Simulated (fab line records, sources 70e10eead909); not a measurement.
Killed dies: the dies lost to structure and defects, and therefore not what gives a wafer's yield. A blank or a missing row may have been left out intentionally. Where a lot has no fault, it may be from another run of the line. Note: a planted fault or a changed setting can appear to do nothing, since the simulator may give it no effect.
fab line records	flow nandHarc
[record] lots = 13	wafers = 39	lastDay = 34
route steps=1302 shown A_CHANNEL_FILL_D2@633 A_STAIRCASE@639
lots untouched by any fault: they come from a run of this same line in which no faults occurred
startH: hours from the record's opening day to when the first of the lot's shown wafers began	waitH: hours from the lot's prior step to this one	" repeats the value in the row above	L1.1+2: one row covering several wafers at once	- no value present, or no start provided	* or withheld: withheld	< > ~ a bound
route shown NAME@n: a module of which the file shows steps, and the number in the route of the first	usual: mean and standard deviation over wafers with no fault	same: alike in all rows	chamber/n: place in a boat	sites: per-site readings	_std_site: how widely they spread, as a standard deviation	_edge_site: mean of outer sites minus mean of inner sites	radiusMm: how far each site lies from the wafer's centre	mask NAME#n: copy n	behind: tool/chamber where the wafer was last shaped	hold: the reason the lot was held/the length of the hold in hours/how it ended	device: whichever transistor did not switch (one of n, p or np)	end of line: tests run on the same wafers once the route is complete	a step without rows: its recipe alone	killed: at the first sort, the dies lost to defects and structure; wafer yield is something else	map: a wafer's dies, x killed, . not, _ none there
set.NAME: setting as actually run; set.NAME@STEP: the setting as run at that earlier step	model.NAME: the simulator's own value behind a step, which no gauge read
a sample of lots followed through the steps of the route, with each step as a table and each wafer as a row
services: when a tool's chamber went out of use (startH, in hours from the record's first day, below 0 if earlier), for how many hours, and the reason
[[steps]]
[step NHARC_A_CHANNEL_FILL_D2_CMP_10]
[recipe] targetThkNm = 150
[usual] motorCurrentA = 12.2/1.4	slurryFilterDpKPa = 13.50/0.15	timeToEndpointS = 15.4/1.9
lot.wafer	tool	chamber	startH	waitH	motorCurrentA	slurryFilterDpKPa	timeToEndpointS
L515.4	cmp-04	0	354.25	0.4	13.9	13.37	15.0
L515.2	"	1	"	"	14.1	13.35	16.1
L515.6	"	0	"	"	15.4	13.61	17.8
L514.4	cmp-03	3	356.64	0.4	11.4	13.72	13.5
L514.2	"	0	"	"	11.4	13.43	17.1
L514.6	"	0	"	"	10.8	13.60	16.1
L516.4	cmp-03	3	375.19	0.4	11.6	13.63	18.3
L516.1	"	0	"	"	11.0	13.71	18.0
L516.3	"	1	"	"	12.7	13.80	16.9
L518.4	cmp-04	0	395.09	0.4	14.9	13.59	13.2
L518.1	"	2	"	"	10.8	13.43	13.1
L518.6	"	0	"	"	15.1	13.50	12.8
L521.4	cmp-02	0	428.23	0.4	11.6	13.46	17.8
L521.2	"	1	"	"	11.0	13.73	18.8
L521.6	"	2	"	"	12.6	13.40	18.3
L522.4	cmp-04	1	460.64	0.4	13.4	13.51	11.8
L522.1	"	2	"	"	11.0	13.65	11.4
L522.5	"	1	"	"	13.9	13.47	13.5
L524.2	cmp-02	1	460.65	0.4	10.8	13.71	16.5
L524.1	"	0	"	"	12.1	13.30	11.3
L524.6	"	2	"	"	12.6	13.64	15.7
L523.1	cmp-02	2	464.54	0.4	13.1	13.55	15.6
L523.2	"	3	"	"	12.9	13.21	14.6
L523.5	"	2	"	"	13.2	13.06	20.3
L527.2	cmp-04	1	470.47	0.4	13.9	13.32	17.2
L527.1	"	3	"	"	10.1	13.26	15.1
L527.6	"	0	"	"	15.1	13.77	17.0
L526.1	cmp-04	2	476.23	0.4	10.2	13.54	13.1
L526.4	"	3	"	"	10.3	13.42	13.0
L526.5	"	3	"	"	10.7	13.68	13.4
L530.1	cmp-03	3	512.42	0.4	11.5	13.54	15.0
L530.3	"	0	"	"	11.7	13.30	16.6
L530.6	"	3	"	"	11.8	13.58	15.7
L534.3	cmp-03	0	543.88	0.4	11.0	13.35	14.4
L534.6	"	0	"	"	11.6	13.43	13.5
L534.5	"	1	"	"	13.2	13.56	12.9
L537.4	cmp-02	3	583.54	0.4	12.1	13.66	16.2
L537.6	"	2	"	"	13.8	13.68	16.7
L537.5	"	3	"	"	12.2	13.51	16.3
[step NHARC_A_STAIRCASE_DEP_156]
[recipe] targetThkA = 500	tempC = 400	targetThkNm = 50	flowSccm = 200	rfW = 450	material = SiNx
[usual] heaterPowerW = 715/79	susceptorTempC = 400.00/0.22
lot.wafer	tool	chamber	startH	waitH	heaterPowerW	susceptorTempC
L515.2	pecvd-02	0	354.96	0.1	777	400.27
L515.6	"	0	"	"	791	400.22
L515.4	"	2	"	"	651	400.07
L514.2	pecvd-02	2	357.52	0.1	670	400.26
L514.6	"	1	"	"	794	399.66
L514.4	"	2	"	"	695	400.34
L516.1	pecvd-04	1	376.18	0.2	689	400.25
L516.3	"	0	"	"	659	400.09
L516.4	"	2	"	"	757	399.73
L518.1	pecvd-02	0	395.78	0.1	779	400.13
L518.4	"	0	"	"	737	399.97
L518.6	"	0	"	"	757	400.25
L521.2	pecvd-02	0	428.89	0.1	726	400.17
L521.4	"	2	"	"	552	399.76
L521.6	"	0	"	"	723	400.06
L522.1	pecvd-03	2	461.34	0.1	755	399.71
L522.4	"	2	"	"	727	400.25
L522.5	"	2	"	"	769	399.84
L524.1	pecvd-02	2	461.40	0.1	634	400.18
L524.2	"	0	"	"	679	399.86
L524.6	"	0	"	"	662	400.03
L523.2	pecvd-04	0	465.23	0.1	698	400.03
L523.1	"	1	"	"	543	400.10
L523.5	"	1	"	"	577	400.12
L527.2	pecvd-04	2	471.30	0.2	817	400.08
L527.1	"	0	"	"	730	400.08
L527.6	"	2	"	"	798	400.07
L526.1	pecvd-04	1	477.00	0.1	653	400.42
L526.4	"	2	"	"	833	399.88
L526.5	"	1	"	"	654	400.02
L530.3	pecvd-02	1	513.41	0.1	747	400.43
L530.1	"	0	"	"	739	399.59
L530.6	"	0	"	"	725	400.13
L534.3	pecvd-03	1	544.76	0.1	667	400.12
L534.5	"	0	"	"	877	399.76
L534.6	"	2	"	"	776	400.18
L537.6	pecvd-03	0	584.32	0.2	900	399.73
L537.5	"	1	"	"	766	400.14
L537.4	"	2	"	"	773	399.98
[step NHARC_A_STAIRCASE_ETCH_21]
[recipe] targetDepthA = 1000	timeS = 40.5	ionEnergyEv = 400	c4f8FlowSccm = 20	o2FlowSccm = 10	arFlowSccm = withheld	rfW = 600	biasW = 1000	chemistry = C4F8/O2
[usual] oesProductAu = 0.948/0.015	rfVppV = 894/5.1
lot.wafer	tool	chamber	startH	waitH	oesProductAu	rfHoursCounterH	rfVppV
L515.2	rieDiel-12	0	359.20	-	0.980	23	895
L515.4	"	1	"	"	0.972	24	900
L515.6	"	2	"	"	0.957	-	895
L514.2	rieDiel-03	3	361.93	-	0.938	22	893
L514.4	"	0	"	"	0.945	20	898
L514.6	"	1	"	"	0.938	-	905
L516.1	rieDiel-12	1	380.56	0.4	0.929	30	900
L516.4	"	0	"	"	0.940	-	896
L516.3	"	1	"	"	0.924	-	900
L518.4	rieDiel-03	2	401.66	-	0.954	37	894
L518.1	"	0	"	"	0.952	34	901
L518.6	"	2	"	"	0.952	-	893
L521.4	rieDiel-12	3	433.00	-	0.958	36	893
L521.2	"	1	"	"	0.933	51	900
L521.6	"	2	"	"	0.939	-	894
L522.4	rieDiel-12	3	465.61	-	0.939	1	894
L522.1	"	0	"	"	0.946	2	895
L522.5	"	3	"	"	0.932	-	891
L524.1	rieDiel-12	0	466.55	-	0.923	2	895
L524.2	"	2	"	"	0.920	2	893
L524.6	"	0	"	"	0.928	-	895
L523.1	rieDiel-08	1	469.35	-	0.951	30	886
L523.2	"	2	"	"	0.958	28	885
L523.5	"	0	"	"	0.928	-	892
L527.1	rieDiel-12	0	476.66	-	0.945	6	895
L527.2	"	1	"	"	0.960	8	900
L527.6	"	0	"	"	0.948	-	895
L526.1	rieDiel-12	0	481.31	-	0.930	8	894
L526.4	"	2	"	"	0.935	9	892
L526.5	"	0	"	"	0.935	-	895
L530.3	rieDiel-08	3	517.85	-	0.947	45	889
L530.1	"	0	"	"	0.945	47	892
L530.6	"	2	"	"	0.946	-	886
L534.3	rieDiel-12	2	549.27	-	0.779	31	891
L534.5	"	1	"	"	0.783	-	899
L534.6	"	2	"	"	0.981	-	892
L537.4	rieDiel-03	1	588.72	-	0.976	33	905
L537.5	"	3	"	"	0.953	-	891
L537.6	"	0	"	"	0.955	-	900
[step NHARC_A_STAIRCASE_TRIM_22]
[recipe] timeS = 211.2	o2FlowSccm = 500	arFlowSccm = 0	biasW = 0	chemistry = O2
[usual] drypumpMotorCurrentA = 5.6/0.32	oesProductAu = 0.998/0.0071	rfVppV = 57.7/0.94	showerheadPlenumPTorr = 3.50/0.15	throttleValvePct = 17.036/0.0092
lot.wafer	tool	chamber	startH	waitH	drypumpMotorCurrentA	oesProductAu	rfHoursCounterH	rfVppV	showerheadPlenumPTorr	throttleValvePct
L515.4	rieDiel-12	1	-	-	5.7	1.002	24	58.0	3.64	17.021
L515.2	"	2	"	"	5.2	1.015	23	58.5	3.46	17.032
L515.6	"	2	"	"	5.2	1.005	-	57.7	3.46	17.026
L514.2	rieDiel-03	1	-	-	5.3	1.001	20	59.3	3.80	17.047
L514.4	"	0	"	"	5.0	1.002	20	58.3	3.63	17.029
L514.6	"	1	"	"	5.3	0.995	-	58.6	3.80	17.026
L516.1	rieDiel-12	0	380.70	0.1	5.5	1.001	35	57.1	3.50	17.049
L516.4	"	1	"	"	5.6	1.011	-	58.5	3.63	17.036
L516.3	"	0	"	"	5.5	1.005	-	58.1	3.50	17.033
L518.4	rieDiel-03	0	-	-	5.0	1.009	34	56.8	3.62	17.031
L518.1	"	3	"	"	5.5	0.995	33	57.9	3.44	17.043
L518.6	"	0	"	"	5.0	0.999	-	57.2	3.63	17.015
L521.4	rieDiel-12	3	-	-	5.5	1.013	36	57.9	3.45	17.036
L521.2	"	2	"	"	5.2	0.995	45	57.4	3.45	17.030
L521.6	"	3	"	"	5.5	1.011	-	59.4	3.45	17.039
L522.4	rieDiel-12	3	-	-	5.5	0.994	1	58.3	3.44	17.029
L522.1	"	0	"	"	5.5	1.012	2	56.2	3.49	17.041
L522.5	"	3	"	"	5.5	0.986	-	58.6	3.44	17.039
L524.1	rieDiel-12	3	-	-	5.5	1.011	1	59.3	3.44	17.034
L524.2	"	1	"	"	5.7	0.996	2	57.8	3.62	17.048
L524.6	"	2	"	"	5.2	1.008	-	57.0	3.45	17.032
L523.2	rieDiel-08	3	-	-	5.4	0.993	27	57.4	3.32	17.036
L523.1	"	0	"	"	5.6	0.999	28	56.8	3.41	17.051
L523.5	"	1	"	"	6.3	1.007	-	57.3	3.29	17.045
L527.1	rieDiel-12	1	-	-	5.7	1.001	8	57.1	3.61	17.039
L527.2	"	2	"	"	5.2	0.999	8	56.6	3.44	17.046
L527.6	"	0	"	"	5.5	0.992	-	57.4	3.48	17.031
L526.1	rieDiel-12	1	-	-	5.6	1.007	10	58.3	3.61	17.036
L526.4	"	2	"	"	5.2	0.994	9	56.9	3.44	17.037
L526.5	"	2	"	"	5.2	0.988	-	57.3	3.44	17.033
L530.3	rieDiel-08	3	-	-	5.4	0.987	45	56.2	3.31	17.042
L530.1	"	0	"	"	5.6	1.000	47	57.7	3.40	17.038
L530.6	"	0	"	"	5.6	0.992	-	57.6	3.40	17.046
L534.3	rieDiel-12	0	-	-	5.5	0.994	34	58.2	3.47	17.021
L534.6	"	3	"	"	5.5	0.991	-	57.0	3.43	17.017
L534.5	"	0	"	"	5.5	0.995	-	59.3	3.47	17.025
L537.4	rieDiel-03	2	-	-	5.6	1.008	33	58.2	3.44	17.033
L537.5	"	1	"	"	5.3	1.001	-	60.8	3.76	17.023
L537.6	"	2	"	"	5.6	1.003	-	58.3	3.44	17.040
[[services]]
tool	chamber	startH	hours	kind
cmp-02	-	334.21	4.0	pm
rieDiel-12	3	344.41	4.1	repair
cmp-03	-	354.75	1.5	repair
cmp-03	-	358.44	4.0	pm
rieDiel-12	1	363.83	7.2	repair
rieDiel-12	2	368.15	21.2	repair
cmp-02	-	372.12	0.4	repair
rieDiel-08	-	372.77	9.0	pm
rieDiel-12	3	379.35	36.3	repair
pecvd-04	-	391.52	3.1	repair
rieDiel-03	3	392.85	3.4	repair
pecvd-02	-	397.47	0.5	repair
cmp-04	-	405.13	4.0	pm
pecvd-02	-	408.27	13.0	pm
rieDiel-03	1	431.56	12.7	repair
cmp-04	-	445.90	1.4	repair
rieDiel-12	-	447.14	9.0	pm
rieDiel-03	-	458.81	9.0	pm
pecvd-02	-	470.78	3.1	repair
rieDiel-03	-	497.64	0.5	repair
cmp-04	-	503.13	4.0	pm
rieDiel-03	-	541.18	0.5	repair
pecvd-02	-	564.50	1.3	repair
rieDiel-12	3	581.95	8.1	repair
[[key]]
[firstSign] step = NHARC_A_STAIRCASE_ETCH_21	reading = oesProductAu	direction = down	sigmas = 11	usual = 0.948	struck = 0.781
effect none on later readings
metAt NHARC_A_STAIRCASE_ETCH_21
struckLots L534
struckWafers L534.3,L534.5
laterRowsLeftOut L534.3,L534.5
sortLeftOut L534.3,L534.5
testerLeftOut L534
notActingAt NHARC_A_CHANNEL_FILL_D2_CMP_10,NHARC_A_STAIRCASE_DEP_156,NHARC_A_STAIRCASE_TRIM_22
onsetBetween 481.31 549.27
[fault] kind = processParameterDrift	tool = rieDiel-12	chamber = -	onsetH = 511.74	steps = NHARC_A_STAIRCASE_ETCH_21	channel = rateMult	offset = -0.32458	shape = step	endH = 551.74	scope = struckWafersOnly
// testerLeftOut: of these lots the tester's yield and bins aren't shown, on N5 and GAA mostly nor the transistor test; their killed dies are dies lost to structure and defects alone, not to doping, threshold or leakage, so they don't give the yield
// sortLeftOut: the simulated sort isn't trusted on such a fault, so these wafers' sort isn't shown, and their yield isn't known
// laterRowsLeftOut: the simulator's readings of these wafers behind a module that went badly wrong aren't trusted and aren't shown, but for the sort
